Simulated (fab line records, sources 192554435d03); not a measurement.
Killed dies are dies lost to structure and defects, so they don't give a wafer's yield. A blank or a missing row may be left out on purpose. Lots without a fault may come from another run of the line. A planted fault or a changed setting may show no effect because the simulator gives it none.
Chamber matching | flow n5_finfet | N5_BEOL_M11_STRIP_19 on rie_diel-06: 4 sister chambers
The step strips in O2. 4 wafers are shown with their chamber, then 7 later ones without.

WAFERS WITH THEIR CHAMBER
wafer  | chamber | oes_product_au (a.u.)
L077.1 | 0       | 0.72
L079.2 | 2       | 0.69
L080.2 | 3       | 0.88
L080.3 | 1       | 0.71

WAFERS WITHOUT THEIR CHAMBER
wafer  | oes_product_au (a.u.)
L080.6 | 0.69
L082.2 | 0.71
L082.3 | 0.86
L082.6 | 0.69
L088.2 | 0.85
L088.4 | 0.70
L088.6 | 0.70

WHICH CHAMBER EACH WENT THROUGH
wafer  | from the rows above          | in truth
L080.6 | can't be placed: 2 or 1      | 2
L082.2 | can't be placed: 1 or 0 or 2 | 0
L082.3 | 3                            | 3
L082.6 | can't be placed: 2 or 1      | 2
L088.2 | 3                            | 3
L088.4 | can't be placed: 1 or 2 or 0 | 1
L088.6 | can't be placed: 1 or 2 or 0 | 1
Placed correctly: 2 of 7. Can't be placed from these rows: 5 (the true chamber is among the candidates in 5). Placed wrongly: 0.
How it was worked out, from the rows above alone: a wafer's distance from a chamber is the root of the sum, over the readings, of the square of ((its reading less the chamber's mean) divided by the reading's scatter). The wafer belongs to the nearest chamber; if the next one is less than 2 further off, it can't be placed. A chamber's mean is the mean of its shown wafers. The scatter: with one shown wafer a chamber, the root of the mean of the squares of how far each hidden wafer lies from its nearest shown one.
